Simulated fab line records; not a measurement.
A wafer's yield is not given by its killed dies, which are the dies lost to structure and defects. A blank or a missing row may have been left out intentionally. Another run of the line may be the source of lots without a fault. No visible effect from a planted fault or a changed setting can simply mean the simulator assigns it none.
Comparing a struck lot with a sound one | flow n5_finfet | 28 out of 1938 route steps
Sound: the wafers L390.2, L390.5, L390.6. Wafers struck: L388.2, L388.5, L388.6. Last of all comes the cause.
Per side, at each step with rows, come the tool, then ch with its chambers, and then its first start. Under that, the readings that differ: sound wafers | struck wafers | difference of the means | sigmas: that difference in standard deviations of wafers without a fault.
alike: same words and numbers on both sides, and readings whose means sit less than 2 such deviations apart. not compared: any withheld reading, any reading some wafer has no value for, any bound like >300 that may hide the same value, and any number with overlapping values for which the record gives no deviation.
The two part at a step that has a row with sigmas, a row that says differs or no value, or rows on one side only. Numbers that have no deviation but don't overlap get no sigmas and don't part them. A reading missing from all wafers of one side parts the sides only when that side holds two or more wafers.

N5_BEOL_M0_PRE_CLEAN_131: time 15 s.
  sound on cvd_co-02 ch 0,1,2, day 8 07:09; struck on cvd_co-02 ch 0,1, day 7 21:58
  alike: heater_power_w
N5_BEOL_M0_CO_CAP_123: material Co, precursor CCTBA/H2, target thk 2 nm, time 102.1 s.
  sound on cvd_co-02 ch 0,1,2, day 8 07:11; struck on cvd_co-02 ch 0,1, day 7 22:00
  alike: heater_power_w
then, 2 steps without rows for these wafers: N5_BEOL_M0_PRE_CLEAN_124 (time 15 s); N5_BEOL_M0_DEP_125 (deposits SiCN from 3MS/NH3, target thk 8 nm, time 14 s).
N5_BEOL_M0_RS_MEAS_126: the measuring method here is four-point-probe.
  sound on film_metro-02 at day 8 07:22; struck on film_metro-02 at day 7 22:11
  alike: M0_RS
N5_BEOL_M0_INSPECT_127: inspects for defects (darkfield).
  sound on defect_inspect-02 at day 8 07:24; struck on defect_inspect-02 at day 7 22:13
  alike: raw_defect_count
N5_BEOL_M1_ILD_DEP_00: deposits SiOC from DEMS/O2, target thk 79 nm, time 15.3 s.
  sound on pecvd-04 ch 0,2, day 8 07:26; struck on pecvd-04 ch 0,1,2, day 7 22:14
  alike: heater_power_w, showerhead_plenum_p_Torr, throttle_valve_pct
N5_BEOL_M1_THK_MEAS_01:
  sound on film_metro-02 at day 8 07:31; struck on film_metro-02 at day 7 22:19
  alike: M1_ILD_THK
then, 1 step without rows for these wafers: N5_BEOL_M1_PECVD_72 (deposits SiO2 from TEOS/O2, target thk 16 nm, time 18 s).
N5_BEOL_M1_HM_DEP_02: deposits TiN, target thk 20 nm.
  sound on pvd_sputter-03 at day 8 07:37; struck on pvd_sputter-03 at day 7 22:27
  alike: throttle_valve_pct
then, 1 step without rows for these wafers: N5_BEOL_M1_COAT_61 (time 60 s, resist thk 60 nm).
N5_BEOL_M1_COAT_62: time 60 s, resist thk 12 nm.
  sound on litho_track-05 ch 0, day 8 07:44; struck on litho_track-03 ch 0, day 7 22:34
  reading                                    | sound                | struck               | difference | sigmas
  spin_speed_rpm (rpm)                       | 1499.7 1498.7 1498.8 | 1629.0 1627.3 1626.7 | +128.6     | +99 or more
  model.SiARC_of_BEOL_M1_COAT_62.thk_nm (nm) | 12 12 12             | 11.6 11.6 11.6       | -0.4       |
  alike: exhaust_pa, plate_temp_C, resist_line_temp_C
then, 7 steps without rows for these wafers: N5_BEOL_M1_COAT_73 (time 60 s, resist thk 5 nm); N5_BEOL_M1_COAT_05 (resist thk 30 nm); N5_BEOL_M1_EBR_07; N5_BEOL_M1_SOFTBAKE_06 (time 60 s); N5_BEOL_M1_EXPOSE_08 (exposes mask M1); N5_BEOL_M1_PEB_09 (peb time 60 s); N5_BEOL_M1_DEVELOP_10 (develop time 30 s).
N5_BEOL_M1_CD_MEAS_11: the cd target is 17.05 nm.
  sound on cd_sem-01 ch 0, day 8 08:08; struck on cd_sem-01 ch 0, day 7 22:58
  alike: cd_nm
N5_BEOL_M1_OVL_MEAS_12:
  sound on overlay-02 ch 0, day 8 08:10; struck on overlay-01 ch 0, day 7 23:00
  alike: M1_OVL
N5_BEOL_M1_INSPECT_13: inspects for defects (brightfield).
  sound on defect_inspect-02 at day 8 08:13; struck on defect_inspect-01 at day 7 23:03
  reading          | sound       | struck      | difference | sigmas
  raw_defect_count | 416 522 555 | 370 269 351 | -168       | -2
then, 1 step without rows for these wafers: N5_BEOL_M1_DESCUM_16 (chemistry O2, time 7 s).
N5_BEOL_M1_ETCH_74: etches underlayer in N2/H2, target depth 6.5 nm, time 5.2 s.
  sound on rie_diel-02 ch 1,2, day 8 08:17; struck on rie_diel-04 ch 1,2, day 7 23:07
  alike: drypump_motor_current_A, etch_rf_on_time_s, oes_product_au, rf_vpp_V, showerhead_plenum_p_Torr, throttle_valve_pct
  not compared: rf_hours_counter_h
N5_BEOL_M1_ETCH_63: etches SiARC in CF4, target depth 15.6 nm, time 26 s.
  sound on rie_diel-02 ch 1,2, day 8 08:18; struck on rie_diel-04 ch 1,2, day 7 23:08
  reading                                      | sound             | struck            | difference | sigmas
  etch_rf_on_time_s (s)                        | 26.7 27.2 26.3    | 24.5 24.4 25.8    | -1.8       | -2
  model.etch.depth_nm (nm)                     | 12.04 12.06 12.04 | 11.53 11.53 11.51 | -0.52      |
  model.CAR-EUV_of_BEOL_M1_COAT_05.thk_nm (nm) | 11.2 11 11.2      | 11.4 11.4 11.6    | +0.3       |
  alike: cf4_flow_sccm, drypump_motor_current_A, oes_product_au, rf_vpp_V, showerhead_plenum_p_Torr, throttle_valve_pct
  not compared: rf_hours_counter_h
N5_BEOL_M1_ETCH_64: etches SOC in N2/H2, target depth 75 nm, overetch 15 nm, time 112.5 s.
  sound on rie_diel-02 ch 1,2, day 8 08:20; struck on rie_diel-04 ch 1,2, day 7 23:10
  reading                                    | sound     | struck      | difference | sigmas
  model.SiARC_of_BEOL_M1_COAT_62.thk_nm (nm) | 6.8 7 6.8 | 6.4 6.4 6.4 | -0.5       |
  alike: drypump_motor_current_A, oes_product_au, rf_vpp_V, showerhead_plenum_p_Torr, throttle_valve_pct
  not compared: rf_hours_counter_h
then, 2 steps without rows for these wafers: N5_BEOL_M1_STRIP_65 (strips in N2/H2); N5_PASSIVATION_PROBE_49.

WHERE THEY PART
Last at N5_BEOL_M1_ETCH_63 as far as this record goes, first at N5_BEOL_M1_COAT_62. Later steps at which nothing parts them and some readings are alike: N5_BEOL_M1_ETCH_64.

WHY: whatever the simulator had introduced
Drift in process parameters on litho_track-03 at N5_BEOL_M1_COAT_62, starting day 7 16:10. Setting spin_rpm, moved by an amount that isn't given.
